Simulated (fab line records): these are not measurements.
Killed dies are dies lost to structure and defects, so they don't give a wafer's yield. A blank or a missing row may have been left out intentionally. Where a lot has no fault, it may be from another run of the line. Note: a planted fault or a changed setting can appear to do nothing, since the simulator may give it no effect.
fab line records    flow n5Finfet
[record] lots = 7  wafers = 21
route steps=1938 shown BEOL_M9@1417 BEOL_M10@1494 BEOL_M13@1661 BEOL_M14@1762
startH: hours from the record's first day to the start of the lot's first wafer shown    waitH: time in hours since the lot's previous step    " unchanged from the row above    L1.1+2: a single row standing in for several wafers    - no value present, or no start provided    * or withheld: withheld    < > ~ a bound
route shown NAME@n: names a module that has steps shown in the file, with the first one's number in the route    usual: mean/standard deviation taken from wafers without a fault    same: alike in all rows    chamber/n: place in a boat    sites: each site's reading    _std_site: standard deviation of those values    _edge_site: the outer-site mean with the inner-site mean subtracted    radiusMm: for every site, how far away it sits from the centre of the wafer    mask NAME#n: copy n    behind: tool/chamber where the wafer was last shaped    hold: cause of the lot's hold/its duration in hours/its outcome    device: names the non-switching transistor (n, p or np)    end of line: the tests these same wafers got at the end of their route    where a step has no rows: the recipe by itself    killed: the dies lost at the first sort to structure and to defects; this is not the yield of the wafer    map: the dies of a wafer, with x for killed, . for not killed, _ for no die there
set.NAME: setting as actually run; set.NAME@STEP: the setting as run at that earlier step    model.NAME: the simulator's own value behind a step, which no gauge read
lots with deliberately changed settings; one table per step, one row per wafer
[[steps]]
[step N5_BEOL_M9_DESCUM_16]
[recipe] chemistry = O2  timeS = 7.9  sourcePowerW = 50  biasPowerW = 20  pressureMtorr = 20  rfFrequencyHz = 2.712e+07  tempC = 40  resist = CAR-ArF  o2FlowSccm = 225
lot.wafer  tool        chamber  startH  waitH  set.timeS  model.CAR-ArF_of_BEOL_M9_COAT_05.thkNm
L077.1     rieDiel-03  2        217.63  0.0    7.9        83.6
L077.2+3   "           0,3      "       "      6.756      84.4
L079.3     rieDiel-03  0        236.50  0.2    7.279      83.8
L079.4+6   "           1,2      "       "      7.279      84
L082.2     rieDiel-06  1        259.31  0.0    7.9        83.6
L082.3     "           0        "       "      7.9        83.8
L082.4     "           3        "       "      7.9        83.4
L084.1     rieDiel-03  1        272.60  0.0    8.535      83.2
L084.4     "           2        "       "      7.9        83.6
L084.5     "           2        "       "      7.9        83.8
L085.1     rieDiel-05  2        272.98  0.1    6.852      83.8
L085.4     "           0        "       "      7.9        83
L085.5     "           1        "       "      7.9        82.8
L087.2     rieDiel-06  0        304.02  0.1    7.9        83.8
L087.3+4   "           3,2      "       "      7.9        83.6
L097.3     rieDiel-06  2        368.42  0.0    7.9        83.6
L097.5     "           2        "       "      7.06       84
L097.6     "           3        "       "      7.9        83.4
[step N5_BEOL_M9_ETCH_61]
[recipe] chemistry = CF4  target = SiARC  targetDepthA = 390  maskMaterial = CAR-ArF  timeS = 65  ionEnergyEv = 80  pressureMtorr = 40  sourceW = 545  biasW = 36  Ar_flow_sccm = 100  cf4FlowSccm = 100  ends = cleared
lot.wafer  tool        chamber  startH  waitH  set.spinRpm@BEOL_M9_COAT_60  model.etch.depthNm
L077.1+2   rieDiel-03  2,0      217.66  0.0    1500                         30
L077.3     "           3        "       "      1500                         30.03
L079.3     rieDiel-03  0        236.54  0.0    1546                         29.61
L079.4     "           1        "       "      1500                         30.05
L079.6     "           2        "       "      1546                         29.57
L082.2     rieDiel-06  1        259.34  0.0    1500                         30.09
L082.3     "           0        "       "      1500                         30.18
L082.4     "           3        "       "      1500                         30.25
L084.1     rieDiel-03  1        272.63  0.0    1643                         28.51
L084.4     "           2        "       "      1500                         29.97
L084.5     "           2        "       "      1643                         28.61
L085.1     rieDiel-05  2        273.01  0.0    1500                         30.17
L085.4     "           0        "       "      1500                         29.96
L085.5     "           1        "       "      1500                         29.94
L087.2     rieDiel-06  0        304.05  0.0    1500                         29.89
L087.3     "           3        "       "      1500                         29.79
L087.4     "           2        "       "      1500                         29.74
L097.3     rieDiel-06  2        368.45  0.0    1500                         29.94
L097.5     "           2        "       "      1590                         29.12
L097.6     "           3        "       "      1590                         29.16
[step N5_BEOL_M10_COAT_63]
[recipe] resist = SOC  tempC = 250  timeS = 60  spinRpm = 1500  resistThkNm = 100
lot.wafer  tool           chamber  startH  waitH  set.spinRpm  model.SOC_of_BEOL_M10_COAT_63.thkNm
L077.1     lithoTrack-01  0        228.78  1.8    1500         100
L077.2     "              0        "       "      1428         102
L077.3     "              0        "       "      1428         102.4
L079.3     lithoTrack-01  0        245.62  0.2    1343         105.4
L079.4+6   "              0        "       "      1500         99.6
L082.2     lithoTrack-02  0        270.50  0.0    1500         100.2
L082.3+4   "              0        "       "      1500         100
L084.1     lithoTrack-04  0        283.06  2.9    1573         97.8
L084.4     "              0        "       "      1500         100.4
L084.5     "              0        "       "      1500         100
L085.1     lithoTrack-01  0        283.66  3.1    1394         103.8
L085.4     "              0        "       "      1394         103.6
L085.5     "              0        "       "      1394         104
L087.2+4   lithoTrack-01  0        313.20  0.0    1500         100.4
L087.3     "              0        "       "      1350         105.6
L097.3     lithoTrack-02  0        378.69  1.8    1500         100.6
L097.5     "              0        "       "      1500         100.8
L097.6     "              0        "       "      1557         98.4
[step N5_BEOL_M10_COAT_64]
[recipe] resist = SiARC  tempC = 220  timeS = 60  spinRpm = 1500  resistThkNm = 30
lot.wafer   tool           chamber  startH  waitH  set.spinRpm  model.SiARC_of_BEOL_M10_COAT_64.thkNm
L077.1+3    lithoTrack-01  0        -       -      1500         30
L077.2      "              0        "       "      1555         29.4
L079.3+6    lithoTrack-01  0        -       -      1500         30
L079.4      "              0        "       "      1500         29.8
L082.2+4    lithoTrack-02  0        -       -      1500         29.8
L082.3      "              0        "       "      1500         30
L084.1+4+5  lithoTrack-04  0        -       -      1500         30
L085.1+4    lithoTrack-01  0        -       -      1590         29.2
L085.5      "              0        "       "      1500         30
L087.2      lithoTrack-01  0        -       -      1500         30
L087.3      "              0        "       "      1640         28.8
L087.4      "              0        "       "      1640         28.6
L097.3+5    lithoTrack-02  0        -       -      1376         31.4
L097.6      "              0        "       "      1500         30
[step N5_BEOL_M10_COAT_22]
[recipe] resist = CAR-ArF  spinRpm = 1500  resistThkNm = 90
[step N5_BEOL_M10_EBR_24]
[recipe] solvent = PGMEA  ebrWidthMm = 1.5
[step N5_BEOL_M10_DESCUM_33]
[recipe] chemistry = O2  timeS = 7.9  sourcePowerW = 50  biasPowerW = 20  pressureMtorr = 20  rfFrequencyHz = 2.712e+07  tempC = 40  resist = CAR-ArF  o2FlowSccm = 225
[step N5_BEOL_M10_ETCH_65]
[recipe] chemistry = CF4  target = SiARC  targetDepthA = 390  maskMaterial = CAR-ArF  timeS = 65  ionEnergyEv = 80  pressureMtorr = 40  sourceW = 545  biasW = 36  Ar_flow_sccm = 100  cf4FlowSccm = 100  ends = cleared
lot.wafer  tool        chamber  startH  waitH  set.spinRpm@BEOL_M10_COAT_64  model.etch.depthNm  model.CAR-ArF_of_BEOL_M10_COAT_22.thkNm
L077.1     rieDiel-04  2        229.28  0.0    1500                          30                  55
L077.2     "           1        "       "      1555                          29.44               55.8
L077.3     "           0        "       "      1500                          29.91               55.4
L079.3     rieDiel-01  0        246.94  0.0    1500                          29.99               55.8
L079.4     "           3        "       "      1500                          29.88               55.8
L079.6     "           3        "       "      1500                          29.96               55.8
L082.2+4   rieDiel-01  0,2      272.45  0.0    1500                          29.89               56
L082.3     "           3        "       "      1500                          29.91               55.8
L084.1     rieDiel-04  0        283.80  0.0    1500                          29.92               55.4
L084.4     "           1        "       "      1500                          29.95               55.2
L084.5     "           2        "       "      1500                          30.06               55.2
L085.1     rieDiel-04  0        284.33  0.0    1590                          29.28               56.2
L085.4     "           0        "       "      1590                          29.25               56
L085.5     "           2        "       "      1500                          30.08               55.2
L087.2     rieDiel-02  3        313.74  0.0    1500                          30.01               56
L087.3     "           1        "       "      1640                          28.75               57
L087.4     "           0        "       "      1640                          28.68               57
L097.3     rieDiel-02  2        379.29  0.0    1376                          31.41               54.6
L097.5     "           0        "       "      1376                          31.44               54.6
L097.6     "           1        "       "      1500                          30.07               56
[step N5_BEOL_M10_ETCH_66]
[recipe] chemistry = N2/H2  target = SOC  targetDepthA = 1200  overetchA = 240  maskMaterial = SiARC  tempC = 40  timeS = 180  ionEnergyEv = 200  pressureMtorr = 30  sourceW = 840  biasW = 150  n2FlowSccm = 200  h2FlowSccm = 200
lot.wafer  tool        chamber  startH  waitH  set.spinRpm@BEOL_M10_COAT_63  set.spinRpm@BEOL_M10_COAT_64  model.etch.depthNm  model.SiARC_of_BEOL_M10_COAT_64.thkNm
L077.1     rieDiel-04  2        229.33  0.0    1500                          1500                          99.99               22.4
L077.2     "           1        "       "      1428                          1555                          102                 22.4
L077.3     "           0        "       "      1428                          1500                          102.3               22.6
L079.3     rieDiel-01  0        246.99  0.0    1343                          1500                          105.4               22.4
L079.4     "           3        "       "      1500                          1500                          99.68               22.8
L079.6     "           3        "       "      1500                          1500                          99.69               23
L082.2     rieDiel-01  0        272.50  0.0    1500                          1500                          100.2               22.4
L082.3     "           3        "       "      1500                          1500                          99.91               23
L082.4     "           2        "       "      1500                          1500                          100.1               22.4
L084.1     rieDiel-04  0        283.85  0.0    1573                          1500                          97.89               22.6
L084.4     "           1        "       "      1500                          1500                          100.5               22.8
L084.5     "           2        "       "      1500                          1500                          100.1               22.6
L085.1     rieDiel-04  0        284.38  0.0    1394                          1590                          103.9               21.8
L085.4     "           0        "       "      1394                          1590                          103.5               21.8
L085.5     "           2        "       "      1394                          1500                          104                 22.6
L087.2     rieDiel-02  3        313.79  0.0    1500                          1500                          100.5               23
L087.3     "           1        "       "      1350                          1640                          105.7               21.4
L087.4     "           0        "       "      1500                          1640                          100.5               21
L097.3     rieDiel-02  2        379.34  0.0    1500                          1376                          100.7               24.2
L097.5     "           0        "       "      1500                          1376                          100.7               23.8
L097.6     "           1        "       "      1557                          1500                          98.32               22.8
[step N5_BEOL_M10_STRIP_69]
[recipe] chemistry = N2/H2  tempC = 40  n2FlowSccm = 200  h2FlowSccm = 200  rfFrequencyHz = 6e+07
[step N5_BEOL_M10_VIA_ETCH_34]
[recipe] chemistry = C4F6/O2  target = SiCOH_lowk  targetDepthA = 1845  maskMaterial = SOC  taperDeg = 4  timeS = 69.2  ionEnergyEv = 250  pressureMtorr = 30  sourceW = 345  biasW = 185  Ar_flow_sccm = 300  C4F6_flow_sccm = 10  O2_flow_sccm = 10
lot.wafer   tool        chamber  startH  waitH  set.spinRpm@BEOL_M10_COAT_63  model.SOC_of_BEOL_M10_COAT_63.thkNm
L077.1      rieDiel-04  2        229.45  0.0    1500                          91.8
L077.2      "           1        "       "      1428                          93.8
L077.3      "           0        "       "      1428                          94.2
L079.3      rieDiel-01  0        247.11  0.0    1343                          97.2
L079.4+6    "           3        "       "      1500                          91.8
L082.2+3+4  rieDiel-01  0,3,2    272.62  0.0    1500                          92
L084.1      rieDiel-04  0        283.98  0.0    1573                          89.8
L084.4      "           1        "       "      1500                          92.4
L084.5      "           2        "       "      1500                          92
L085.1+5    rieDiel-04  0,2      284.50  0.0    1394                          95.8
L085.4      "           0        "       "      1394                          95.4
L087.2      rieDiel-02  3        313.91  0.0    1500                          92.8
L087.3      "           1        "       "      1350                          97.8
L087.4      "           0        "       "      1500                          92.4
L097.3      rieDiel-02  2        379.47  0.0    1500                          92.8
L097.5      "           0        "       "      1500                          92.4
L097.6      "           1        "       "      1557                          90.4
[step N5_BEOL_M10_ETCH_41]
[recipe] chemistry = CH3F/O2  target = SiCN  targetDepthA = 426  taperDeg = 2  timeS = 86  ionEnergyEv = 120  maskMaterial = TiN  pressureMtorr = 30  sourceW = 395  biasW = 75  Ar_flow_sccm = 150  CH3F_flow_sccm = 30  O2_flow_sccm = 20
[usual] rfVppV = 297.1/1.3
lot.wafer  tool        chamber  startH  waitH  set.sourceW  rfVppV
L077.1     rieDiel-04  2        -       -      395          296.9
L077.2     "           1        "       "      343.7        314.1
L077.3     "           0        "       "      343.7        311.6
L079.3     rieDiel-01  0        -       -      395          298.8
L079.4     "           3        "       "      395          297.0
L079.6     "           3        "       "      395          295.0
L082.2     rieDiel-01  0        -       -      395          298.5
L082.3     "           3        "       "      395          299.0
L082.4     "           2        "       "      395          297.2
L084.1     rieDiel-04  0        -       -      355.4        307.2
L084.4     "           1        "       "      395          299.8
L084.5     "           2        "       "      395          297.4
L085.1     rieDiel-04  0        -       -      344.6        310.3
L085.4     "           0        "       "      395          295.6
L085.5     "           2        "       "      344.6        311.4
L087.2     rieDiel-02  3        -       -      395          297.0
L087.3     "           1        "       "      395          294.7
L087.4     "           0        "       "      334.9        314.6
L097.3     rieDiel-02  2        -       -      327.8        314.7
L097.5     "           0        "       "      395          297.1
L097.6     "           1        "       "      327.8        314.9
[step N5_BEOL_M13_COAT_58]
[recipe] resist = BARC  tempC = 205  timeS = 60  spinRpm = 1500  resistThkNm = 89
lot.wafer  tool           chamber  startH  waitH  set.spinRpm  model.BARC_of_BEOL_M13_COAT_58.thkNm
L077.1     lithoTrack-05  0        248.91  0.0    1500         89
L077.2     "              0        "       "      1500         89.2
L077.3     "              0        "       "      1500         88.8
L079.3+6   lithoTrack-04  0        270.29  0.0    1584         86.8
L079.4     "              0        "       "      1500         89.4
L082.2+3   lithoTrack-02  0        294.51  0.0    1500         89
L082.4     "              0        "       "      1500         89.2
L084.1     lithoTrack-05  0        301.43  0.0    1500         88.6
L084.4     "              0        "       "      1649         84.6
L084.5     "              0        "       "      1500         89
L085.1     lithoTrack-05  0        305.34  0.0    1571         87
L085.4     "              0        "       "      1500         89
L085.5     "              0        "       "      1500         89.2
L087.2     lithoTrack-04  0        330.88  0.0    1500         88.8
L087.3     "              0        "       "      1500         89
L087.4     "              0        "       "      1500         88.6
L097.3+5   lithoTrack-05  0        398.27  0.0    1500         88.8
L097.6     "              0        "       "      1500         89
[step N5_BEOL_M13_COAT_04]
[recipe] spinRpm = 1625  resistThkNm = 400
lot.wafer  tool           chamber  startH  waitH  set.spinRpm  model.coat_of_BEOL_M13_COAT_04.thkNm
L077.1     lithoTrack-05  0        -       -      1625         400.6
L077.2     "              0        "       "      1742         387
L077.3     "              0        "       "      1625         400.4
L079.3     lithoTrack-04  0        -       -      1748         385
L079.4     "              0        "       "      1625         398.6
L079.6     "              0        "       "      1748         384.8
L082.2+4   lithoTrack-02  0        -       -      1625         400.6
L082.3     "              0        "       "      1625         400
L084.1     lithoTrack-05  0        -       -      1698         391
L084.4     "              0        "       "      1698         389.6
L084.5     "              0        "       "      1625         399
L085.1+5   lithoTrack-05  0        -       -      1494         419
L085.4     "              0        "       "      1625         402
L087.2     lithoTrack-04  0        -       -      1625         398.2
L087.3     "              0        "       "      1465         419.6
L087.4     "              0        "       "      1625         399
L097.3     lithoTrack-05  0        -       -      1625         399.8
L097.5     "              0        "       "      1625         399.2
L097.6     "              0        "       "      1625         398.2
[step N5_BEOL_M13_EBR_06]
[recipe] solvent = PGMEA  ebrWidthMm = 1.5
[step N5_BEOL_M13_SOFTBAKE_05]
[recipe] tempC = 130  timeS = 60
[step N5_BEOL_M13_DESCUM_15]
[recipe] chemistry = O2  timeS = 7.9  sourcePowerW = 50  biasPowerW = 20  pressureMtorr = 20  rfFrequencyHz = 2.712e+07  tempC = 40  o2FlowSccm = 225
[step N5_BEOL_M13_ETCH_59]
[recipe] chemistry = N2/H2  target = BARC  targetDepthA = 890  overetchA = 267  timeS = 67.9  ionEnergyEv = 200  pressureMtorr = 30  sourceW = 840  biasW = 150  n2FlowSccm = 200  h2FlowSccm = 200
lot.wafer  tool        chamber  startH  waitH  set.spinRpm@BEOL_M13_COAT_58  set.spinRpm@BEOL_M13_COAT_04  model.etch.depthNm  model.coat_of_BEOL_M13_COAT_04.thkNm
L077.1     rieDiel-06  2        249.96  0.0    1500                          1625                          89.01               318.8
L077.2     "           1        "       "      1500                          1742                          89.12               304.4
L077.3     "           3        "       "      1500                          1625                          88.9                317.4
L079.3     rieDiel-05  1        270.84  0.0    1584                          1748                          86.88               303.8
L079.4     "           2        "       "      1500                          1625                          89.38               316.6
L079.6     "           1        "       "      1584                          1748                          86.83               303
L082.2     rieDiel-06  2        294.90  0.0    1500                          1625                          89.02               319
L082.3     "           0        "       "      1500                          1625                          89.05               321
L082.4     "           3        "       "      1500                          1625                          89.24               318.4
L084.1     rieDiel-05  0        301.82  0.0    1500                          1698                          88.61               306
L084.4     "           3        "       "      1649                          1698                          84.56               305.8
L084.5     "           0        "       "      1500                          1625                          88.94               313.4
L085.1     rieDiel-06  1        305.73  0.0    1571                          1494                          86.92               336.6
L085.4     "           0        "       "      1500                          1625                          88.94               323
L085.5     "           2        "       "      1500                          1494                          89.14               337.8
L087.2     rieDiel-05  2        331.39  0.0    1500                          1625                          88.88               316.6
L087.3     "           3        "       "      1500                          1465                          88.97               335
L087.4     "           1        "       "      1500                          1625                          88.56               317.6
L097.3     rieDiel-03  3        399.13  0.0    1500                          1625                          88.74               316.8
L097.5     "           1        "       "      1500                          1625                          88.79               317.6
L097.6     "           2        "       "      1500                          1625                          89.01               319
[step N5_BEOL_M13_VIA_ETCH_16]
[recipe] chemistry = C4F8/O2/Ar  target = SiOC  pressureMtorr = 30  sourceW = 3000  biasW = 700  Ar_flow_sccm = 400  C4F8_flow_sccm = 15  O2_flow_sccm = 8  heInnerTorr = 15  heOuterTorr = 30  targetDepthA = 9217  timeS = withheld  ionEnergyEv = 250  ends = cleared
lot.wafer  tool        chamber  startH  waitH  set.spinRpm@BEOL_M13_COAT_04  model.coat_of_BEOL_M13_COAT_04.thkNm
L077.1     rieDiel-06  2        250.01  0.0    1625                          73.8
L077.2     "           1        "       "      1742                          57.4
L077.3     "           3        "       "      1625                          70.8
L079.3     rieDiel-05  1        270.90  0.0    1748                          56
L079.4     "           2        "       "      1625                          67.4
L079.6     "           1        "       "      1748                          54.2
L082.2     rieDiel-06  2        294.95  0.0    1625                          70
L082.3     "           0        "       "      1625                          73.4
L082.4     "           3        "       "      1625                          68.2
L084.1     rieDiel-05  0        301.87  0.0    1698                          60.2
L084.4     "           3        "       "      1698                          54.2
L084.5     "           0        "       "      1625                          61.6
L085.1     rieDiel-06  1        305.78  0.0    1494                          89.6
L085.4     "           0        "       "      1625                          70.8
L085.5     "           2        "       "      1494                          88
L087.2     rieDiel-05  2        331.45  0.0    1625                          70.2
L087.3     "           3        "       "      1465                          81.8
L087.4     "           1        "       "      1625                          68.4
L097.3     rieDiel-03  3        399.18  0.0    1625                          68.8
L097.5     "           1        "       "      1625                          77.2
L097.6     "           2        "       "      1625                          71
[step N5_BEOL_M13_STRIP_63]
[recipe] chemistry = N2/H2  powerW = 1000  tempC = 250  h2Frac = 0.65  overashFraction = 0.3  pressureMtorr = 1000  n2FlowSccm = 1750  h2FlowSccm = 3250
[usual] stripTimeToEndpointS = 27.7/1.3
lot.wafer  tool            chamber  startH  waitH  set.spinRpm@BEOL_M13_COAT_04  stripTimeToEndpointS
L077.1     plasmaAsher-01  1        250.25  -      1625                          28.8
L077.2     "               0        "       "      1742                          23.9
L077.3     "               0        "       "      1625                          27.9
L079.3     plasmaAsher-02  1        271.15  -      1748                          23.4
L079.4     "               0        "       "      1625                          26.9
L079.6     "               0        "       "      1748                          22.9
L082.2     plasmaAsher-02  1        295.19  -      1625                          27.7
L082.3     "               0        "       "      1625                          28.7
L082.4     "               1        "       "      1625                          27.1
L084.1     plasmaAsher-02  0        302.11  -      1698                          24.7
L084.4     "               1        "       "      1698                          22.9
L084.5     "               0        "       "      1625                          25.2
L085.1     plasmaAsher-02  0        306.02  -      1494                          33.3
L085.4     "               1        "       "      1625                          27.9
L085.5     "               1        "       "      1494                          32.8
L087.2     plasmaAsher-02  1        331.68  -      1625                          27.7
L087.3     "               1        "       "      1465                          31.1
L087.4     "               0        "       "      1625                          27.2
L097.3     plasmaAsher-02  1        399.44  -      1625                          27.3
L097.5     "               0        "       "      1625                          29.8
L097.6     "               1        "       "      1625                          27.9
[step N5_BEOL_M13_STRIP_64]
[recipe] chemistry = N2/H2  powerW = 1000  tempC = 250  h2Frac = 0.65  overashFraction = 0.3  pressureMtorr = withheld  n2FlowSccm = 1750  h2FlowSccm = 3250
[usual] stripTimeToEndpointS = 31.33/0.072
lot.wafer  tool            chamber  startH  waitH  set.spinRpm@BEOL_M13_COAT_58  stripTimeToEndpointS
L077.1     plasmaAsher-01  1        250.31  0.0    1500                          31.33
L077.2     "               0        "       "      1500                          31.35
L077.3     "               0        "       "      1500                          31.29
L079.3     plasmaAsher-02  1        271.21  0.0    1584                          30.71
L079.4     "               0        "       "      1500                          31.43
L079.6     "               0        "       "      1584                          30.71
L082.2     plasmaAsher-02  1        295.25  0.0    1500                          31.30
L082.3     "               0        "       "      1500                          31.33
L082.4     "               1        "       "      1500                          31.37
L084.1     plasmaAsher-02  0        302.17  0.0    1500                          31.19
L084.4     "               1        "       "      1649                          30.05
L084.5     "               0        "       "      1500                          31.29
L085.1     plasmaAsher-02  0        306.08  0.0    1571                          30.73
L085.4     "               1        "       "      1500                          31.29
L085.5     "               1        "       "      1500                          31.37
L087.2     plasmaAsher-02  1        331.74  0.0    1500                          31.28
L087.3     "               1        "       "      1500                          31.30
L087.4     "               0        "       "      1500                          31.18
L097.3     plasmaAsher-02  1        399.50  0.0    1500                          31.25
L097.5     "               0        "       "      1500                          31.25
L097.6     "               1        "       "      1500                          31.32
[step N5_BEOL_M14_SPUTTER_43]
[recipe] material = TaN  targetThkA = 150  tempC = 50  biasV = 168.6  powerW = 15000  chamberPressurePa = 0.12  timeS = 24.19
lot.wafer  tool           chamber  startH  waitH  set.powerW  model.TaN_of_BEOL_M14_SPUTTER_43.thkNm
L077.1     pvdSputter-03  -        259.56  0.0    12930       13.4
L077.2     "              -        "       "      15000       15.4
L077.3     "              -        "       "      12930       13.2
L079.3     pvdSputter-03  -        279.84  0.0    17300       17.2
L079.4     "              -        "       "      17300       17.6
L079.6     "              -        "       "      15000       15.4
L082.2+3   pvdSputter-03  -        304.57  0.0    15000       15.4
L082.4     "              -        "       "      15000       15.2
L084.1     pvdSputter-03  -        313.16  0.0    15960       16.2
L084.4+5   "              -        "       "      15000       15
L085.1     pvdSputter-03  -        314.52  0.0    15000       15
L085.4     "              -        "       "      16360       16.8
L085.5     "              -        "       "      16360       16.6
L087.2     pvdSputter-02  -        341.26  0.0    12990       12.8
L087.3     "              -        "       "      12990       12.6
L087.4     "              -        "       "      15000       14.8
L097.3+5   pvdSputter-03  -        410.46  0.0    15000       15
L097.6     "              -        "       "      15000       15.2
[[key]]
[split] step = N5_BEOL_M9_DESCUM_16  setting = timeS  stated = 7.9  by = wafer
[response] step = N5_BEOL_M9_DESCUM_16  reading = model.CAR-ArF_of_BEOL_M9_COAT_05.thkNm  change = -0.0583  per = 1%  r = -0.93
[split] step = N5_BEOL_M10_COAT_63  setting = spinRpm  stated = 1500  by = wafer
[response] step = N5_BEOL_M10_COAT_63  reading = model.SOC_of_BEOL_M10_COAT_63.thkNm  change = -0.531  per = 1%  r = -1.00
[response] step = N5_BEOL_M10_ETCH_66  reading = model.etch.depthNm  change = -0.528  per = 1%  r = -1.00
[response] step = N5_BEOL_M10_VIA_ETCH_34  reading = model.SOC_of_BEOL_M10_COAT_63.thkNm  change = -0.514  per = 1%  r = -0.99
[split] step = N5_BEOL_M10_COAT_64  setting = spinRpm  stated = 1500  by = wafer
[response] step = N5_BEOL_M10_COAT_64  reading = model.SiARC_of_BEOL_M10_COAT_64.thkNm  change = -0.15  per = 1%  r = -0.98
[response] step = N5_BEOL_M10_ETCH_65  reading = model.etch.depthNm  change = -0.147  per = 1%  r = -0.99
[response] step = N5_BEOL_M10_ETCH_65  reading = model.CAR-ArF_of_BEOL_M10_COAT_22.thkNm  change = +0.139  per = 1%  r = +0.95
[response] step = N5_BEOL_M10_ETCH_66  reading = model.SiARC_of_BEOL_M10_COAT_64.thkNm  change = -0.156  per = 1%  r = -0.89
[split] step = N5_BEOL_M10_ETCH_41  setting = sourceW  stated = 395  by = wafer
[response] step = N5_BEOL_M10_ETCH_41  reading = rfVppV  change = -1.13  per = 1%  r = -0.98
[split] step = N5_BEOL_M13_COAT_58  setting = spinRpm  stated = 1500  by = wafer
[response] step = N5_BEOL_M13_COAT_58  reading = model.BARC_of_BEOL_M13_COAT_58.thkNm  change = -0.434  per = 1%  r = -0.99
[response] step = N5_BEOL_M13_ETCH_59  reading = model.etch.depthNm  change = -0.434  per = 1%  r = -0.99
[response] step = N5_BEOL_M13_STRIP_64  reading = stripTimeToEndpointS  change = *  per = 1%  r = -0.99
[split] step = N5_BEOL_M13_COAT_04  setting = spinRpm  stated = 1625  by = wafer
[response] step = N5_BEOL_M13_COAT_04  reading = model.coat_of_BEOL_M13_COAT_04.thkNm  change = -2  per = 1%  r = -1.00
[response] step = N5_BEOL_M13_ETCH_59  reading = model.coat_of_BEOL_M13_COAT_04.thkNm  change = -1.8  per = 1%  r = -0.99
[response] step = N5_BEOL_M13_VIA_ETCH_16  reading = model.coat_of_BEOL_M13_COAT_04.thkNm  change = -1.68  per = 1%  r = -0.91
[response] step = N5_BEOL_M13_STRIP_63  reading = stripTimeToEndpointS  change = *  per = 1%  r = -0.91
[split] step = N5_BEOL_M14_SPUTTER_43  setting = powerW  stated = 15000  by = wafer
[response] step = N5_BEOL_M14_SPUTTER_43  reading = model.TaN_of_BEOL_M14_SPUTTER_43.thkNm  change = +0.152  per = 1%  r = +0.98
split outsideThisFile step=N5_BEOL_M9_COAT_60 setting=spinRpm
// split outsideThisFile: this setting was split too, and the file shows its column; the key of that split is in another file
